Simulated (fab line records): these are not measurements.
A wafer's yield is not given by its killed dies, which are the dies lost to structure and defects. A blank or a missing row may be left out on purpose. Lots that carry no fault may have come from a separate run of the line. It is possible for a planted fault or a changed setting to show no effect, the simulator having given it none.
Chamber matching || flow n5 finfet || N5_BEOL_M4_STRIP_66 on rie diel-05 has 4 sister chambers
The step strips in CF4. 8 wafers are shown with their chamber, then 11 later ones without.

== WAFERS, EACH WITH ITS CHAMBER ==
{"wafer": "L074.5", "chamber": 3, "showerhead plenum p Torr (Torr)": 1.86, "drypump motor current A (A)": 5.0}
{"wafer": "L083.5", "chamber": 3, "showerhead plenum p Torr (Torr)": 1.85, "drypump motor current A (A)": 5.0}
{"wafer": "L091.6", "chamber": 2, "showerhead plenum p Torr (Torr)": 1.66, "drypump motor current A (A)": 5.7}
{"wafer": "L092.4", "chamber": 0, "showerhead plenum p Torr (Torr)": 1.73, "drypump motor current A (A)": 4.9}
{"wafer": "L092.6", "chamber": 2, "showerhead plenum p Torr (Torr)": 1.66, "drypump motor current A (A)": 5.7}
{"wafer": "L093.2", "chamber": 0, "showerhead plenum p Torr (Torr)": 1.73, "drypump motor current A (A)": 4.8}
{"wafer": "L093.5", "chamber": 1, "showerhead plenum p Torr (Torr)": 1.73, "drypump motor current A (A)": 5.6}
{"wafer": "L094.1", "chamber": 1, "showerhead plenum p Torr (Torr)": 1.73, "drypump motor current A (A)": 5.6}

== WAFERS WITHOUT THEIR CHAMBER ==
{"wafer": "L094.2", "showerhead plenum p Torr (Torr)": 1.65, "drypump motor current A (A)": 5.7}
{"wafer": "L094.3", "showerhead plenum p Torr (Torr)": 1.73, "drypump motor current A (A)": 4.9}
{"wafer": "L094.4", "showerhead plenum p Torr (Torr)": 1.65, "drypump motor current A (A)": 5.7}
{"wafer": "L094.5", "showerhead plenum p Torr (Torr)": 1.73, "drypump motor current A (A)": 5.6}
{"wafer": "L094.6", "showerhead plenum p Torr (Torr)": 1.73, "drypump motor current A (A)": 4.9}
{"wafer": "L097.1", "showerhead plenum p Torr (Torr)": 1.65, "drypump motor current A (A)": 5.7}
{"wafer": "L097.2", "showerhead plenum p Torr (Torr)": 1.73, "drypump motor current A (A)": 4.9}
{"wafer": "L097.3", "showerhead plenum p Torr (Torr)": 1.73, "drypump motor current A (A)": 5.6}
{"wafer": "L097.4", "showerhead plenum p Torr (Torr)": 1.73, "drypump motor current A (A)": 4.9}
{"wafer": "L097.5", "showerhead plenum p Torr (Torr)": 1.65, "drypump motor current A (A)": 5.7}
{"wafer": "L097.6", "showerhead plenum p Torr (Torr)": 1.73, "drypump motor current A (A)": 5.5}

== THE CHAMBER EACH PASSED THROUGH ==
{"wafer": "L094.2", "from the rows above": 2, "in truth": 2}
{"wafer": "L094.3", "from the rows above": 0, "in truth": 0}
{"wafer": "L094.4", "from the rows above": 2, "in truth": 2}
{"wafer": "L094.5", "from the rows above": 1, "in truth": 1}
{"wafer": "L094.6", "from the rows above": 0, "in truth": 0}
{"wafer": "L097.1", "from the rows above": 2, "in truth": 2}
{"wafer": "L097.2", "from the rows above": 0, "in truth": 0}
{"wafer": "L097.3", "from the rows above": 1, "in truth": 1}
{"wafer": "L097.4", "from the rows above": 0, "in truth": 0}
{"wafer": "L097.5", "from the rows above": 2, "in truth": 2}
{"wafer": "L097.6", "from the rows above": 1, "in truth": 1}
Placed correctly: 11 of 11. Not placeable from these rows: 0. Number placed wrongly: 0.
How it was worked out, from the rows above alone: a wafer's distance from a chamber is the root of the sum, over the readings, of the square of ((its reading less the chamber's mean) divided by the reading's scatter). If the next closest chamber is less than 2 further off than the closest, the wafer can't be placed; otherwise it belongs to the closest. Each chamber's mean is taken over the wafers shown for it. How the scatter is found: for the shown wafers, subtract from each reading the mean of its chamber, square and add these, divide the total by (wafers less chambers), then take the root.
